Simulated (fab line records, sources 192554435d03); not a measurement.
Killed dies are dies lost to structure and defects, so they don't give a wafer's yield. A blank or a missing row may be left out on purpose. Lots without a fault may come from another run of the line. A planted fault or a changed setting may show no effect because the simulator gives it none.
Problem report in the 8D (eight disciplines) form, filled by code | flow n5_finfet | the parts of the form that need people (team, actions taken, sign-off) are left out

1. THE PROBLEM
killed_at_M4_up at N5_PASSIVATION_PROBE_49 reads a mean of 105 on 1 wafer of 1 lot; wafers without a fault read 13 with a standard deviation of 4.6. That is +20 standard deviations from the usual mean.
First seen on wafer L619.3, day 15 10:19, on prober-02. The record holds 6 wafers of 2 lots with a number at this step. Rule for "out", or "out of limits": more than 4 standard deviations from the usual mean. The other wafers with a number count as sound.

2. WHAT IT IS AND WHAT IT IS NOT
question                    | is                                                                                   | is not
which readings at this step | killed_at_M4_up, defect_limited_yield, killed_dies, sort_bin_5_function, sort_n_pass | killed_at_contacts, killed_at_front_end, killed_at_other, killed_open, killed_short, sort_bin_6_memory, sort_bin_8_speed
which lots                  | L619                                                                                 | L609
which wafers of those lots  | L619.3                                                                               | L619.1, L619.2
read on which tools         | prober-02                                                                            | -
when                        | from day 15 10:19                                                                    | up to then (5 sound wafers)

3. SUSPECTS, AND WHAT RULES EACH OUT
Counting: a tool at a process step up to the reading stays a suspect if it ran every lot that is out. Sound lots after the first of them don't rule it out here, since some wafers of a struck lot are sound.
- rie_diel-02 at N5_BEOL_M8_STRIP_80 (strips in N2/H2, time 10 s): kept. It ran the lot that is out, L619 (day 12 18:20).
- pvd_sputter-03 at N5_BEOL_M15_DEGAS_41 (time 60 s): kept. It ran the lot that is out, L619 (day 14 18:29).
- pvd_sputter-03 at N5_BEOL_M15_SPUTTER_43 (material TaN, target thk 15 nm, time 24.19 s): kept. It ran the lot that is out, L619 (day 14 18:34).
- prober-02 at N5_PASSIVATION_PROBE_49: kept. It ran the lot that is out, L619 (day 15 10:13); its last sound lot up to then is L609 (day 12 17:16). Its own readings are out on those wafers: defect_limited_yield, killed_at_M4_up, killed_dies, sort_bin_5_function, sort_n_pass.
- Within rie_diel-02 at N5_BEOL_M8_STRIP_80: the wafers that are out ran in chamber 3; their sound lot-mates ran in chambers 0, 1.
Left after counting: rie_diel-02 at N5_BEOL_M8_STRIP_80, pvd_sputter-03 at N5_BEOL_M15_DEGAS_41, pvd_sputter-03 at N5_BEOL_M15_SPUTTER_43, prober-02 at N5_PASSIVATION_PROBE_49.

4. THE CAUSE (what the simulator had put in)
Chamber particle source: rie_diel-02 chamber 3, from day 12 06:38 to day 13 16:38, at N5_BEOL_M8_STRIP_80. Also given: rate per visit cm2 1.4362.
Counting left 4 suspects, and this tool is among them.

5. THE CHAIN OF EFFECTS, in route order
Each row: a reading whose mean over the struck wafers that have a number lies more than 3 standard deviations from the usual. Only readings for which the record gives a usual standard deviation are gone through. hours: the time from each lot's start at the first step in this table that gives one to its start at this step, as a median over the lots. sigmas: the change in usual standard deviations.
hours | step                    | reading              | usual  | on struck wafers | change | sigmas
0     | N5_PASSIVATION_PROBE_49 | defect_limited_yield | 91.4 % | 83.7             | -7.7   | -5.5
0     | N5_PASSIVATION_PROBE_49 | killed_at_M4_up      | 13     | 105              | +92    | +20
0     | N5_PASSIVATION_PROBE_49 | killed_dies          | 102    | 192              | +90    | +5.6
0     | N5_PASSIVATION_PROBE_49 | killed_on_rim        | 13     | 28               | +15    | +3.6
0     | N5_PASSIVATION_PROBE_49 | sort_bin_5_function  | 5.1 %  | 10.3             | +5.2   | +5.8
0     | N5_PASSIVATION_PROBE_49 | sort_n_pass          | 1078   | 988              | -90    | -5.6
The process steps in it:
- N5_PASSIVATION_PROBE_49

6. WHAT WOULD HAVE CAUGHT IT SOONER
In this record the first reading out of limits was taken at day 15 10:19, 76 hours after the fault began at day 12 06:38.
Of the tool readings at N5_BEOL_M8_STRIP_80 for which the record gives a usual standard deviation, none was out on any struck wafer, so an alarm limit of 4 standard deviations on them would not have fired.
All the lots that are out (1) had begun N5_BEOL_M8_STRIP_80 on rie_diel-02 by day 15 10:19. A hold on the tool at that time would have spared none of them.
